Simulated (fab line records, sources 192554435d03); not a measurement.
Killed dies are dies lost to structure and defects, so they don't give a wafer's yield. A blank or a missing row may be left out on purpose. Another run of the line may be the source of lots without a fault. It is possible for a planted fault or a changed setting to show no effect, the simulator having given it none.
Chamber matching    flow n5-finfet    N5_BEOL_M6_ETCH_72 on rie-diel-04 has 4 sister chambers
The step etches underlayer in N2/H2, target depth 6.5 nm, time 5.2 s. 8 wafers are shown with their chamber, then 9 later ones without.

== WAFERS, EACH WITH ITS CHAMBER ==
wafer   chamber  drypump-motor-current-A (A)  showerhead-plenum-p-Torr (Torr)
L089.4  3        6.6                          2.59
L089.6  2        4.9                          2.53
L091.1  1        6.4                          2.58
L091.2  0        5.8                          2.46
L091.4  2        4.9                          2.53
L093.1  3        6.6                          2.58
L093.5  1        6.4                          2.58
L093.6  0        5.7                          2.46

== WAFERS WITHOUT THEIR CHAMBER ==
wafer   drypump-motor-current-A (A)  showerhead-plenum-p-Torr (Torr)
L094.2  5.8                          2.46
L094.3  6.4                          2.58
L094.4  6.6                          2.58
L092.1  5.8                          2.46
L092.4  4.9                          2.52
L092.6  6.4                          2.58
L097.1  6.4                          2.58
L097.2  5.8                          2.45
L097.4  4.9                          2.52

== WHICH CHAMBER EACH WENT THROUGH ==
wafer   from the rows above  in truth
L094.2  0                    0
L094.3  1                    1
L094.4  3                    3
L092.1  0                    0
L092.4  2                    2
L092.6  1                    1
L097.1  1                    1
L097.2  0                    0
L097.4  2                    2
Correct placement for 9 of the 9. From these rows, 0 cannot be placed. Number placed wrongly: 0.
How it was worked out, from the rows above alone: a wafer's distance from a chamber is the root of the sum, over the readings, of the square of ((its reading less the chamber's mean) divided by the reading's scatter). The wafer belongs to the nearest chamber; if the next one is less than 2 further off, it can't be placed. The mean given for a chamber averages the wafers shown for that chamber. The scatter: the root of (the sum of the squares of (reading less its chamber's mean) over the shown wafers, divided by (wafers less chambers)).
